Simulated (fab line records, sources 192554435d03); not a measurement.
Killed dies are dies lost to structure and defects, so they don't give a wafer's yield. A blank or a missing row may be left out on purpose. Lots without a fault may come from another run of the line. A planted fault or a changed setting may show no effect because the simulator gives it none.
Chamber matching | flow n5_finfet | N5_BEOL_M11_VIA_ETCH_34 on rie_diel-05: 4 sister chambers
The step etches SiCOH lowk in C4F6/O2, target depth 184.5 nm, time 69.2 s. 14 wafers are shown with their chamber, then 7 later ones without.

WAFERS WITH THEIR CHAMBER
wafer  | chamber | showerhead_plenum_p_Torr (Torr) | rf_vpp_V (V) | throttle_valve_pct (%)
L077.2 | 0       | 2.88                            | 663          | 20.38
L077.4 | 0       | 2.88                            | 663          | 20.38
L077.5 | 3       | 2.79                            | 644          | 20.21
L078.1 | 0       | 2.88                            | 662          | 20.38
L078.2 | 1       | 3.04                            | 670          | 20.53
L078.4 | 3       | 2.79                            | 645          | 20.20
L085.2 | 1       | 3.03                            | 671          | 20.56
L085.5 | 3       | 2.78                            | 644          | 20.22
L085.6 | 0       | 2.88                            | 663          | 20.40
L088.3 | 3       | 2.78                            | 645          | 20.23
L088.5 | 2       | 2.91                            | 664          | 20.32
L088.6 | 3       | 2.78                            | 645          | 20.22
L093.2 | 1       | 3.03                            | 671          | 20.57
L093.4 | 3       | 2.77                            | 643          | 20.27

SIGNATURES (means of the wafers above)
reading                  | chamber 0 | chamber 1 | chamber 2 | chamber 3 | scatter within a chamber
showerhead_plenum_p_Torr | 2.8800    | 3.0333    | 2.9100    | 2.7817    | 0.00592
rf_vpp_V                 | 662.75    | 670.67    | 664.00    | 644.33    | 0.689
throttle_valve_pct       | 20.3850   | 20.5533   | 20.3200   | 20.2250   | 0.0203
Rule: a wafer's distance from a chamber is the root of the sum, over the readings, of the square of ((its reading less the chamber's mean) divided by the reading's scatter). The wafer belongs to the nearest chamber; if the next one is less than 2 further off, it can't be placed. The scatter: the root of (the sum of the squares of (reading less its chamber's mean) over the shown wafers, divided by (wafers less chambers)).

WAFERS WITHOUT THEIR CHAMBER
wafer  | showerhead_plenum_p_Torr (Torr) | rf_vpp_V (V) | throttle_valve_pct (%)
L093.6 | 2.77                            | 644          | 20.26
L095.1 | 3.02                            | 671          | 20.59
L095.5 | 3.02                            | 669          | 20.59
L095.6 | 2.87                            | 664          | 20.43
L096.1 | 3.02                            | 670          | 20.60
L096.2 | 2.90                            | 664          | 20.33
L096.6 | 3.02                            | 671          | 20.58

WHICH CHAMBER EACH WENT THROUGH
wafer  | from the rows above | in truth
L093.6 | 3                   | 3
L095.1 | 1                   | 1
L095.5 | 1                   | 1
L095.6 | 0                   | 0
L096.1 | 1                   | 1
L096.2 | 2                   | 2
L096.6 | 1                   | 1
Placed correctly: 7 of 7. Can't be placed from these rows: 0. Placed wrongly: 0.
